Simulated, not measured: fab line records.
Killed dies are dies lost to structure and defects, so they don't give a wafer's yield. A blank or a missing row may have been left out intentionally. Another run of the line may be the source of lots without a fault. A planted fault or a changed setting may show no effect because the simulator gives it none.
What tool caused it? || flow nand-harc || 72 wafers from 24 lots sampled at 5 of the route's 1302 steps

## WHAT THE GAUGES READ, wafer by wafer
NHARC_A_ONON_D1_THK_MEAS_14: measures by ellipsometry.
{"lot": "L074", "measured": "day 7 18:25", "on": "film-metro-02", "thk-nm (nm)": "1013 1015 1013"}
{"lot": "L075", "measured": "day 8 00:23", "on": "film-metro-02", "thk-nm (nm)": "1002 1004 1004"}
{"lot": "L076", "measured": "day 8 13:23", "on": "film-metro-02", "thk-nm (nm)": "999 1000 999"}
{"lot": "L077", "measured": "day 9 09:05", "on": "film-metro-02", "thk-nm (nm)": "1008 1009 1008"}
{"lot": "L078", "measured": "day 9 09:06", "on": "film-metro-02", "thk-nm (nm)": "991 992 991"}
{"lot": "L079", "measured": "day 9 22:44", "on": "film-metro-02", "thk-nm (nm)": "996 993 995"}
{"lot": "L080", "measured": "day 10 08:40", "on": "film-metro-02", "thk-nm (nm)": "997 996 996"}
{"lot": "L081", "measured": "day 10 18:41", "on": "film-metro-01", "thk-nm (nm)": "997 998 997"}
{"lot": "L082", "measured": "day 11 10:02", "on": "film-metro-01", "thk-nm (nm)": "1002 1002 1000"}
{"lot": "L083", "measured": "day 11 15:40", "on": "film-metro-01", "thk-nm (nm)": "978 979 980"}
{"lot": "L084", "measured": "day 12 06:10", "on": "film-metro-02", "thk-nm (nm)": "990 991 990"}
{"lot": "L085", "measured": "day 12 06:11", "on": "film-metro-01", "thk-nm (nm)": "999 998 999"}
{"lot": "L086", "measured": "day 12 14:56", "on": "film-metro-02", "thk-nm (nm)": "998 999 998"}
{"lot": "L087", "measured": "day 13 08:19", "on": "film-metro-01", "thk-nm (nm)": "997 997 997"}
{"lot": "L088", "measured": "day 14 01:50", "on": "film-metro-01", "thk-nm (nm)": "1007 1010 1009"}
{"lot": "L089", "measured": "day 14 01:49", "on": "film-metro-02", "thk-nm (nm)": "1004 1005 1005"}
{"lot": "L091", "measured": "day 14 22:11", "on": "film-metro-01", "thk-nm (nm)": "1002 1001 1000"}
{"lot": "L090", "measured": "day 14 22:10", "on": "film-metro-02", "thk-nm (nm)": "989 989 989"}
{"lot": "L093", "measured": "day 15 13:58", "on": "film-metro-01", "thk-nm (nm)": "999 999 998"}
{"lot": "L092", "measured": "day 15 13:57", "on": "film-metro-02", "thk-nm (nm)": "1005 1006 1005"}
{"lot": "L094", "measured": "day 16 06:31", "on": "film-metro-02", "thk-nm (nm)": "994 994 995"}
{"lot": "L095", "measured": "day 16 18:37", "on": "film-metro-01", "thk-nm (nm)": "1004 1003 1005"}
{"lot": "L096", "measured": "day 17 06:05", "on": "film-metro-01", "thk-nm (nm)": "1015 1014 1012"}
{"lot": "L097", "measured": "day 17 16:04", "on": "film-metro-02", "thk-nm (nm)": "993 995 993"}

NHARC_A_CHANNEL_HOLE_D1_CD_MEAS_10: target cd 100 nm.
{"lot": "L074", "measured": "day 8 07:33", "on": "cd-sem-01", "cd-nm (nm)": "100.5 99.8 100.2"}
{"lot": "L075", "measured": "day 8 16:33", "on": "cd-sem-01", "cd-nm (nm)": "101.1 100.9 101.2"}
{"lot": "L076", "measured": "day 9 08:26", "on": "cd-sem-01", "cd-nm (nm)": "100.2 100.2 100.2"}
{"lot": "L077", "measured": "day 10 00:09", "on": "cd-sem-02", "cd-nm (nm)": "100.5 100.1 100.0"}
{"lot": "L078", "measured": "day 10 01:53", "on": "cd-sem-01", "cd-nm (nm)": "101.4 100.9 101.0"}
{"lot": "L079", "measured": "day 10 16:04", "on": "cd-sem-03", "cd-nm (nm)": "100.3 101.4 101.4"}
{"lot": "L080", "measured": "day 10 21:39", "on": "cd-sem-02", "cd-nm (nm)": "99.9 99.6 99.0"}
{"lot": "L081", "measured": "day 11 12:32", "on": "cd-sem-01", "cd-nm (nm)": "100.8 100.1 100.5"}
{"lot": "L082", "measured": "day 11 23:35", "on": "cd-sem-02", "cd-nm (nm)": "99.3 99.2 99.7"}
{"lot": "L083", "measured": "day 12 06:16", "on": "cd-sem-02", "cd-nm (nm)": "100.3 100.4 100.3"}
{"lot": "L084", "measured": "day 12 20:35", "on": "cd-sem-01", "cd-nm (nm)": "100.9 99.7 100.2"}
{"lot": "L085", "measured": "day 12 21:02", "on": "cd-sem-02", "cd-nm (nm)": "100.5 100.2 100.5"}
{"lot": "L086", "measured": "day 13 04:13", "on": "cd-sem-02", "cd-nm (nm)": "99.5 98.6 99.4"}
{"lot": "L087", "measured": "day 13 21:53", "on": "cd-sem-01", "cd-nm (nm)": "99.6 100.1 98.9"}
{"lot": "L088", "measured": "day 14 16:26", "on": "cd-sem-01", "cd-nm (nm)": "100.7 99.5 99.3"}
{"lot": "L089", "measured": "day 14 16:12", "on": "cd-sem-03", "cd-nm (nm)": "98.7 99.6 99.7"}
{"lot": "L091", "measured": "day 15 12:44", "on": "cd-sem-02", "cd-nm (nm)": "100.6 100.3 99.5"}
{"lot": "L090", "measured": "day 15 12:53", "on": "cd-sem-01", "cd-nm (nm)": "100.5 100.6 99.0"}
{"lot": "L093", "measured": "day 16 12:08", "on": "cd-sem-03", "cd-nm (nm)": "99.7 100.4 100.3"}
{"lot": "L092", "measured": "day 16 06:51", "on": "cd-sem-02", "cd-nm (nm)": "100.3 100.0 99.9"}
{"lot": "L094", "measured": "day 16 23:58", "on": "cd-sem-02", "cd-nm (nm)": "99.4 98.6 99.2"}
{"lot": "L095", "measured": "day 17 08:34", "on": "cd-sem-03", "cd-nm (nm)": "99.3 99.8 99.9"}
{"lot": "L096", "measured": "day 18 00:35", "on": "cd-sem-01", "cd-nm (nm)": "100.1 100.0 100.8"}
{"lot": "L097", "measured": "day 18 07:25", "on": "cd-sem-03", "cd-nm (nm)": "99.4 99.3 99.7"}

## WHAT TOOL EACH LOT RAN ON (gives the tool, then ch and the chambers of the sampled wafers, and finally the start)
{"lot": "L074", "NHARC_P_BONDPAD_ETCH_12": "rie-diel-02 ch 1,2,3, day 6 16:03 or earlier", "NHARC_P_BONDPAD_ANNEAL_28": "rtp-anneal-01 ch 0, day 6 16:03", "NHARC_P_BONDPAD_CMP_19": "cmp-01 ch 1,2,3, day 6 16:19"}
{"lot": "L075", "NHARC_P_BONDPAD_ETCH_12": "rie-diel-06 ch 0,1,2, day 6 22:31 or earlier", "NHARC_P_BONDPAD_ANNEAL_28": "rtp-anneal-02 ch 0, day 6 22:31", "NHARC_P_BONDPAD_CMP_19": "cmp-03 ch 0,1,3, day 6 22:51"}
{"lot": "L076", "NHARC_P_BONDPAD_ETCH_12": "rie-diel-02 ch 2,3, day 7 10:31 or earlier", "NHARC_P_BONDPAD_ANNEAL_28": "rtp-anneal-02 ch 0, day 7 10:31", "NHARC_P_BONDPAD_CMP_19": "cmp-01 ch 0,1, day 7 10:49"}
{"lot": "L077", "NHARC_P_BONDPAD_ETCH_12": "rie-diel-02 ch 0,1, day 8 04:03 or earlier", "NHARC_P_BONDPAD_ANNEAL_28": "rtp-anneal-02 ch 0, day 8 04:03", "NHARC_P_BONDPAD_CMP_19": "cmp-02 ch 0,3, day 8 04:25"}
{"lot": "L078", "NHARC_P_BONDPAD_ETCH_12": "rie-diel-04 ch 1,3, day 8 07:49 or earlier", "NHARC_P_BONDPAD_ANNEAL_28": "rtp-anneal-02 ch 0, day 8 07:49", "NHARC_P_BONDPAD_CMP_19": "cmp-02 ch 0,1,3, day 8 08:13"}
{"lot": "L079", "NHARC_P_BONDPAD_ETCH_12": "rie-diel-06 ch 0,1,3, day 8 19:34 or earlier", "NHARC_P_BONDPAD_ANNEAL_28": "rtp-anneal-01 ch 0, day 8 19:34", "NHARC_P_BONDPAD_CMP_19": "cmp-02 ch 1,2, day 8 19:52"}
{"lot": "L080", "NHARC_P_BONDPAD_ETCH_12": "rie-diel-06 ch 2,3, day 9 03:41 or earlier", "NHARC_P_BONDPAD_ANNEAL_28": "rtp-anneal-02 ch 0, day 9 03:41", "NHARC_P_BONDPAD_CMP_19": "cmp-01 ch 0,1, day 9 03:55"}
{"lot": "L081", "NHARC_P_BONDPAD_ETCH_12": "rie-diel-06 ch 0,1,3, day 9 15:49 or earlier", "NHARC_P_BONDPAD_ANNEAL_28": "rtp-anneal-02 ch 0, day 9 15:49", "NHARC_P_BONDPAD_CMP_19": "cmp-03 ch 0,2,3, day 9 16:05"}
{"lot": "L082", "NHARC_P_BONDPAD_ETCH_12": "rie-diel-06 ch 1,2,3, day 10 08:03 or earlier", "NHARC_P_BONDPAD_ANNEAL_28": "rtp-anneal-02 ch 0, day 10 08:03", "NHARC_P_BONDPAD_CMP_19": "cmp-02 ch 1,2, day 10 08:22"}
{"lot": "L083", "NHARC_P_BONDPAD_ETCH_12": "rie-diel-06 ch 0,1,2, day 10 12:44 or earlier", "NHARC_P_BONDPAD_ANNEAL_28": "rtp-anneal-02 ch 0, day 10 12:44", "NHARC_P_BONDPAD_CMP_19": "cmp-01 ch 0,2, day 10 13:03"}
{"lot": "L084", "NHARC_P_BONDPAD_ETCH_12": "rie-diel-02 ch 0,1,3, day 11 02:32 or earlier", "NHARC_P_BONDPAD_ANNEAL_28": "rtp-anneal-01 ch 0, day 11 02:32", "NHARC_P_BONDPAD_CMP_19": "cmp-03 ch 1,2,3, day 11 02:53"}
{"lot": "L085", "NHARC_P_BONDPAD_ETCH_12": "rie-diel-06 ch 1,2,3, day 11 03:34 or earlier", "NHARC_P_BONDPAD_ANNEAL_28": "rtp-anneal-01 ch 0, day 11 03:34", "NHARC_P_BONDPAD_CMP_19": "cmp-03 ch 0,1,2, day 11 03:51"}
{"lot": "L086", "NHARC_P_BONDPAD_ETCH_12": "rie-diel-06 ch 1,2,3, day 11 12:30 or earlier", "NHARC_P_BONDPAD_ANNEAL_28": "rtp-anneal-01 ch 0, day 11 12:30", "NHARC_P_BONDPAD_CMP_19": "cmp-01 ch 2,3, day 11 12:52"}
{"lot": "L087", "NHARC_P_BONDPAD_ETCH_12": "rie-diel-06 ch 2,3, day 12 06:17 or earlier", "NHARC_P_BONDPAD_ANNEAL_28": "rtp-anneal-01 ch 0, day 12 06:17", "NHARC_P_BONDPAD_CMP_19": "cmp-01 ch 0,1,3, day 12 06:38"}
{"lot": "L088", "NHARC_P_BONDPAD_ETCH_12": "rie-diel-06 ch 0,3, day 12 19:26 or earlier", "NHARC_P_BONDPAD_ANNEAL_28": "rtp-anneal-01 ch 0, day 12 19:26", "NHARC_P_BONDPAD_CMP_19": "cmp-02 ch 0,1,2, day 12 19:46"}
{"lot": "L089", "NHARC_P_BONDPAD_ETCH_12": "rie-diel-06 ch 0,2,3, day 12 21:55 or earlier", "NHARC_P_BONDPAD_ANNEAL_28": "rtp-anneal-01 ch 0, day 12 21:55", "NHARC_P_BONDPAD_CMP_19": "cmp-02 ch 1,2,3, day 12 22:13"}
{"lot": "L091", "NHARC_P_BONDPAD_ETCH_12": "rie-diel-04 ch 1,2, day 13 18:56 or earlier", "NHARC_P_BONDPAD_ANNEAL_28": "rtp-anneal-01 ch 0, day 13 18:56", "NHARC_P_BONDPAD_CMP_19": "cmp-03 ch 0,2,3, day 13 19:34"}
{"lot": "L090", "NHARC_P_BONDPAD_ETCH_12": "rie-diel-04 ch 0,3, day 13 19:40 or earlier", "NHARC_P_BONDPAD_ANNEAL_28": "rtp-anneal-01 ch 0, day 13 19:40", "NHARC_P_BONDPAD_CMP_19": "cmp-02 ch 0,1,2, day 13 20:25"}
{"lot": "L093", "NHARC_P_BONDPAD_ETCH_12": "rie-diel-06 ch 1,2,3, day 14 11:16 or earlier", "NHARC_P_BONDPAD_ANNEAL_28": "rtp-anneal-02 ch 0, day 14 11:16", "NHARC_P_BONDPAD_CMP_19": "cmp-01 ch 1,2,3, day 14 11:37"}
{"lot": "L092", "NHARC_P_BONDPAD_ETCH_12": "rie-diel-04 ch 0,1,3, day 14 11:40 or earlier", "NHARC_P_BONDPAD_ANNEAL_28": "rtp-anneal-01 ch 0, day 14 11:40", "NHARC_P_BONDPAD_CMP_19": "cmp-03 ch 0,2,3, day 14 11:57"}
{"lot": "L094", "NHARC_P_BONDPAD_ETCH_12": "rie-diel-02 ch 1,2, day 15 02:41 or earlier", "NHARC_P_BONDPAD_ANNEAL_28": "rtp-anneal-02 ch 0, day 15 02:41", "NHARC_P_BONDPAD_CMP_19": "cmp-03 ch 0,1, day 15 02:58"}
{"lot": "L095", "NHARC_P_BONDPAD_ETCH_12": "rie-diel-02 ch 0,1,3, day 15 16:32 or earlier", "NHARC_P_BONDPAD_ANNEAL_28": "rtp-anneal-02 ch 0, day 15 16:32", "NHARC_P_BONDPAD_CMP_19": "cmp-03 ch 2,3, day 15 16:47"}
{"lot": "L096", "NHARC_P_BONDPAD_ETCH_12": "rie-diel-06 ch 1,2,3, day 16 00:10 or earlier", "NHARC_P_BONDPAD_ANNEAL_28": "rtp-anneal-01 ch 0, day 16 00:10", "NHARC_P_BONDPAD_CMP_19": "cmp-01 ch 0,2,3, day 16 00:27"}
{"lot": "L097", "NHARC_P_BONDPAD_ETCH_12": "rie-diel-04 ch 0,2,3, day 16 13:06 or earlier", "NHARC_P_BONDPAD_ANNEAL_28": "rtp-anneal-02 ch 0, day 16 13:06", "NHARC_P_BONDPAD_CMP_19": "cmp-03 ch 0,1,2, day 16 13:26"}
- NHARC_P_BONDPAD_ETCH_12: etches the open film in CHF3/O2, target depth 200 nm, time 100 s.
- NHARC_P_BONDPAD_ANNEAL_28: time 90 s.
- NHARC_P_BONDPAD_CMP_19: polishes, t overpolish 30 s, cu recess touch 16 s, target thk 160.81 nm.

## WHAT THE TOOLS THEMSELVES READ (means of the sampled wafers that have a number; where no wafer has one, the mark that the record gives instead)
NHARC_P_BONDPAD_ETCH_12.
{"lot": "L074", "tool": "rie-diel-02", "bias-w (W)": 200.0, "drypump-motor-current-A (A)": 6.1, "oes-product-au (a.u.)": 0.928, "rf-vpp-V (V)": 371.8, "showerhead-plenum-p-Torr (Torr)": 2.47, "throttle-valve-pct (%)": 20.572}
{"lot": "L075", "tool": "rie-diel-06", "bias-w (W)": 200.8, "drypump-motor-current-A (A)": 6.2, "oes-product-au (a.u.)": 0.973, "rf-vpp-V (V)": 369.9, "showerhead-plenum-p-Torr (Torr)": 2.42, "throttle-valve-pct (%)": 20.579}
{"lot": "L076", "tool": "rie-diel-02", "bias-w (W)": 199.8, "drypump-motor-current-A (A)": 6.1, "oes-product-au (a.u.)": 0.918, "rf-vpp-V (V)": 371.0, "showerhead-plenum-p-Torr (Torr)": 2.41, "throttle-valve-pct (%)": 20.569}
{"lot": "L077", "tool": "rie-diel-02", "bias-w (W)": 199.7, "drypump-motor-current-A (A)": 6.3, "oes-product-au (a.u.)": 0.988, "rf-vpp-V (V)": 370.3, "showerhead-plenum-p-Torr (Torr)": 2.39, "throttle-valve-pct (%)": 20.570}
{"lot": "L078", "tool": "rie-diel-04", "bias-w (W)": 200.5, "drypump-motor-current-A (A)": 6.0, "oes-product-au (a.u.)": 0.937, "rf-vpp-V (V)": 373.2, "showerhead-plenum-p-Torr (Torr)": 2.52, "throttle-valve-pct (%)": 20.564}
{"lot": "L079", "tool": "rie-diel-06", "bias-w (W)": 199.9, "drypump-motor-current-A (A)": 6.0, "oes-product-au (a.u.)": 0.957, "rf-vpp-V (V)": 370.1, "showerhead-plenum-p-Torr (Torr)": 2.38, "throttle-valve-pct (%)": 20.574}
{"lot": "L080", "tool": "rie-diel-06", "bias-w (W)": 200.0, "drypump-motor-current-A (A)": 6.1, "oes-product-au (a.u.)": 0.932, "rf-vpp-V (V)": 369.5, "showerhead-plenum-p-Torr (Torr)": 2.31, "throttle-valve-pct (%)": 20.565}
{"lot": "L081", "tool": "rie-diel-06", "bias-w (W)": 199.8, "drypump-motor-current-A (A)": 6.0, "oes-product-au (a.u.)": 0.930, "rf-vpp-V (V)": 370.1, "showerhead-plenum-p-Torr (Torr)": 2.38, "throttle-valve-pct (%)": 20.566}
{"lot": "L082", "tool": "rie-diel-06", "bias-w (W)": 199.8, "drypump-motor-current-A (A)": 6.1, "oes-product-au (a.u.)": 0.960, "rf-vpp-V (V)": 370.4, "showerhead-plenum-p-Torr (Torr)": 2.39, "throttle-valve-pct (%)": 20.571}
{"lot": "L083", "tool": "rie-diel-06", "bias-w (W)": 199.5, "drypump-motor-current-A (A)": 6.2, "oes-product-au (a.u.)": 0.915, "rf-vpp-V (V)": 371.0, "showerhead-plenum-p-Torr (Torr)": 2.41, "throttle-valve-pct (%)": 20.574}
{"lot": "L084", "tool": "rie-diel-02", "bias-w (W)": 200.1, "drypump-motor-current-A (A)": 6.1, "oes-product-au (a.u.)": 0.973, "rf-vpp-V (V)": 371.6, "showerhead-plenum-p-Torr (Torr)": 2.45, "throttle-valve-pct (%)": 20.570}
{"lot": "L085", "tool": "rie-diel-06", "bias-w (W)": 200.3, "drypump-motor-current-A (A)": 6.1, "oes-product-au (a.u.)": 0.926, "rf-vpp-V (V)": 370.1, "showerhead-plenum-p-Torr (Torr)": 2.39, "throttle-valve-pct (%)": 20.569}
{"lot": "L086", "tool": "rie-diel-06", "bias-w (W)": 200.6, "drypump-motor-current-A (A)": 6.1, "oes-product-au (a.u.)": 0.929, "rf-vpp-V (V)": 370.7, "showerhead-plenum-p-Torr (Torr)": 2.39, "throttle-valve-pct (%)": 20.575}
{"lot": "L087", "tool": "rie-diel-06", "bias-w (W)": 199.3, "drypump-motor-current-A (A)": 6.4, "oes-product-au (a.u.)": 0.927, "rf-vpp-V (V)": 369.6, "showerhead-plenum-p-Torr (Torr)": 2.34, "throttle-valve-pct (%)": 20.570}
{"lot": "L088", "tool": "rie-diel-06", "bias-w (W)": 199.7, "drypump-motor-current-A (A)": 6.0, "oes-product-au (a.u.)": 0.976, "rf-vpp-V (V)": 368.9, "showerhead-plenum-p-Torr (Torr)": 2.31, "throttle-valve-pct (%)": 20.568}
{"lot": "L089", "tool": "rie-diel-06", "bias-w (W)": 199.8, "drypump-motor-current-A (A)": 6.2, "oes-product-au (a.u.)": 0.984, "rf-vpp-V (V)": 369.3, "showerhead-plenum-p-Torr (Torr)": 2.32, "throttle-valve-pct (%)": 20.575}
{"lot": "L091", "tool": "rie-diel-04", "bias-w (W)": 200.0, "drypump-motor-current-A (A)": 5.5, "oes-product-au (a.u.)": 0.926, "rf-vpp-V (V)": 371.4, "showerhead-plenum-p-Torr (Torr)": 2.44, "throttle-valve-pct (%)": 20.576}
{"lot": "L090", "tool": "rie-diel-04", "bias-w (W)": 200.6, "drypump-motor-current-A (A)": 5.6, "oes-product-au (a.u.)": 0.934, "rf-vpp-V (V)": 373.9, "showerhead-plenum-p-Torr (Torr)": 2.53, "throttle-valve-pct (%)": 20.584}
{"lot": "L093", "tool": "rie-diel-06", "bias-w (W)": 199.7, "drypump-motor-current-A (A)": 6.1, "oes-product-au (a.u.)": 0.972, "rf-vpp-V (V)": 369.9, "showerhead-plenum-p-Torr (Torr)": 2.39, "throttle-valve-pct (%)": 20.567}
{"lot": "L092", "tool": "rie-diel-04", "bias-w (W)": 200.0, "drypump-motor-current-A (A)": 5.7, "oes-product-au (a.u.)": 0.921, "rf-vpp-V (V)": 371.8, "showerhead-plenum-p-Torr (Torr)": 2.50, "throttle-valve-pct (%)": 20.568}
{"lot": "L094", "tool": "rie-diel-02", "bias-w (W)": 199.6, "drypump-motor-current-A (A)": 6.3, "oes-product-au (a.u.)": 0.927, "rf-vpp-V (V)": 371.2, "showerhead-plenum-p-Torr (Torr)": 2.50, "throttle-valve-pct (%)": 20.578}
{"lot": "L095", "tool": "rie-diel-02", "bias-w (W)": 199.3, "drypump-motor-current-A (A)": 6.0, "oes-product-au (a.u.)": 0.932, "rf-vpp-V (V)": 371.9, "showerhead-plenum-p-Torr (Torr)": 2.45, "throttle-valve-pct (%)": 20.577}
{"lot": "L096", "tool": "rie-diel-06", "bias-w (W)": 200.4, "drypump-motor-current-A (A)": 6.1, "oes-product-au (a.u.)": 0.982, "rf-vpp-V (V)": 370.4, "showerhead-plenum-p-Torr (Torr)": 2.39, "throttle-valve-pct (%)": 20.562}
{"lot": "L097", "tool": "rie-diel-04", "bias-w (W)": 200.3, "drypump-motor-current-A (A)": 5.5, "oes-product-au (a.u.)": 0.963, "rf-vpp-V (V)": 373.8, "showerhead-plenum-p-Torr (Torr)": 2.53, "throttle-valve-pct (%)": 20.576}

NHARC_P_BONDPAD_ANNEAL_28.
{"lot": "L074", "tool": "rtp-anneal-01", "wafer_temp_C_max": 225.78}
{"lot": "L075", "tool": "rtp-anneal-02", "wafer_temp_C_max": 225.84}
{"lot": "L076", "tool": "rtp-anneal-02", "wafer_temp_C_max": 225.77}
{"lot": "L077", "tool": "rtp-anneal-02", "wafer_temp_C_max": 225.67}
{"lot": "L078", "tool": "rtp-anneal-02", "wafer_temp_C_max": 225.80}
{"lot": "L079", "tool": "rtp-anneal-01", "wafer_temp_C_max": 225.96}
{"lot": "L080", "tool": "rtp-anneal-02", "wafer_temp_C_max": 225.88}
{"lot": "L081", "tool": "rtp-anneal-02", "wafer_temp_C_max": 225.78}
{"lot": "L082", "tool": "rtp-anneal-02", "wafer_temp_C_max": 225.74}
{"lot": "L083", "tool": "rtp-anneal-02", "wafer_temp_C_max": 225.88}
{"lot": "L084", "tool": "rtp-anneal-01", "wafer_temp_C_max": 225.99}
{"lot": "L085", "tool": "rtp-anneal-01", "wafer_temp_C_max": 225.77}
{"lot": "L086", "tool": "rtp-anneal-01", "wafer_temp_C_max": 225.97}
{"lot": "L087", "tool": "rtp-anneal-01", "wafer_temp_C_max": 226.09}
{"lot": "L088", "tool": "rtp-anneal-01", "wafer_temp_C_max": 226.05}
{"lot": "L089", "tool": "rtp-anneal-01", "wafer_temp_C_max": 225.90}
{"lot": "L091", "tool": "rtp-anneal-01", "wafer_temp_C_max": 226.21}
{"lot": "L090", "tool": "rtp-anneal-01", "wafer_temp_C_max": 226.03}
{"lot": "L093", "tool": "rtp-anneal-02", "wafer_temp_C_max": 225.87}
{"lot": "L092", "tool": "rtp-anneal-01", "wafer_temp_C_max": 225.93}
{"lot": "L094", "tool": "rtp-anneal-02", "wafer_temp_C_max": 225.70}
{"lot": "L095", "tool": "rtp-anneal-02", "wafer_temp_C_max": 225.85}
{"lot": "L096", "tool": "rtp-anneal-01", "wafer_temp_C_max": 225.66}
{"lot": "L097", "tool": "rtp-anneal-02", "wafer_temp_C_max": 225.94}

NHARC_P_BONDPAD_CMP_19.
{"lot": "L074", "tool": "cmp-01", "motor-current-A (A)": 11.8, "overpolish-run-s (s)": 30.007}
{"lot": "L075", "tool": "cmp-03", "motor-current-A (A)": 11.6, "overpolish-run-s (s)": 30.006}
{"lot": "L076", "tool": "cmp-01", "motor-current-A (A)": 12.0, "overpolish-run-s (s)": 30.002}
{"lot": "L077", "tool": "cmp-02", "motor-current-A (A)": 12.8, "overpolish-run-s (s)": 30.005}
{"lot": "L078", "tool": "cmp-02", "motor-current-A (A)": 12.8, "overpolish-run-s (s)": 30.003}
{"lot": "L079", "tool": "cmp-02", "motor-current-A (A)": 11.7, "overpolish-run-s (s)": 29.993}
{"lot": "L080", "tool": "cmp-01", "motor-current-A (A)": 12.0, "overpolish-run-s (s)": 30.009}
{"lot": "L081", "tool": "cmp-03", "motor-current-A (A)": 11.9, "overpolish-run-s (s)": 29.999}
{"lot": "L082", "tool": "cmp-02", "motor-current-A (A)": 11.9, "overpolish-run-s (s)": 30.001}
{"lot": "L083", "tool": "cmp-01", "motor-current-A (A)": 12.4, "overpolish-run-s (s)": 29.995}
{"lot": "L084", "tool": "cmp-03", "motor-current-A (A)": 11.3, "overpolish-run-s (s)": 29.991}
{"lot": "L085", "tool": "cmp-03", "motor-current-A (A)": 12.0, "overpolish-run-s (s)": 29.993}
{"lot": "L086", "tool": "cmp-01", "motor-current-A (A)": 11.4, "overpolish-run-s (s)": 29.999}
{"lot": "L087", "tool": "cmp-01", "motor-current-A (A)": 12.2, "overpolish-run-s (s)": 29.999}
{"lot": "L088", "tool": "cmp-02", "motor-current-A (A)": 12.2, "overpolish-run-s (s)": 29.995}
{"lot": "L089", "tool": "cmp-02", "motor-current-A (A)": 12.2, "overpolish-run-s (s)": 30.010}
{"lot": "L091", "tool": "cmp-03", "motor-current-A (A)": 12.0, "overpolish-run-s (s)": 29.999}
{"lot": "L090", "tool": "cmp-02", "motor-current-A (A)": 12.4, "overpolish-run-s (s)": 29.999}
{"lot": "L093", "tool": "cmp-01", "motor-current-A (A)": 11.6, "overpolish-run-s (s)": 30.001}
{"lot": "L092", "tool": "cmp-03", "motor-current-A (A)": 12.3, "overpolish-run-s (s)": 29.996}
{"lot": "L094", "tool": "cmp-03", "motor-current-A (A)": 11.7, "overpolish-run-s (s)": 29.998}
{"lot": "L095", "tool": "cmp-03", "motor-current-A (A)": 12.6, "overpolish-run-s (s)": 30.003}
{"lot": "L096", "tool": "cmp-01", "motor-current-A (A)": 11.9, "overpolish-run-s (s)": 30.003}
{"lot": "L097", "tool": "cmp-03", "motor-current-A (A)": 11.7, "overpolish-run-s (s)": 30.003}

## THE ANSWER, worked out from the rows above alone
Rule: what is usual is taken from the lots themselves. The widest of any qualifying gaps counts: lots, ordered by their means at a reading, are off when they make up no more than a third of the lots, leave a main group of 4 or more, and stand apart from it by 3 or more times the standard deviation of that group's means. Not used: any main group whose means are identical at the precision the tables above print for the reading. Also off: a lot with no number at a reading for which 4 or more lots have one. Any other lot the step has rows for is counted as sound. First the gauges in route order, then the tools' own readings, where a lot's mean is used as printed above. The first step at which some lot is off is used, and at that step the reading that is off furthest; a lot without a number counts as furthest.
No lot is off at any reading shown: from this, nothing can be told.

## WHAT WAS PUT IN BY THE SIMULATOR
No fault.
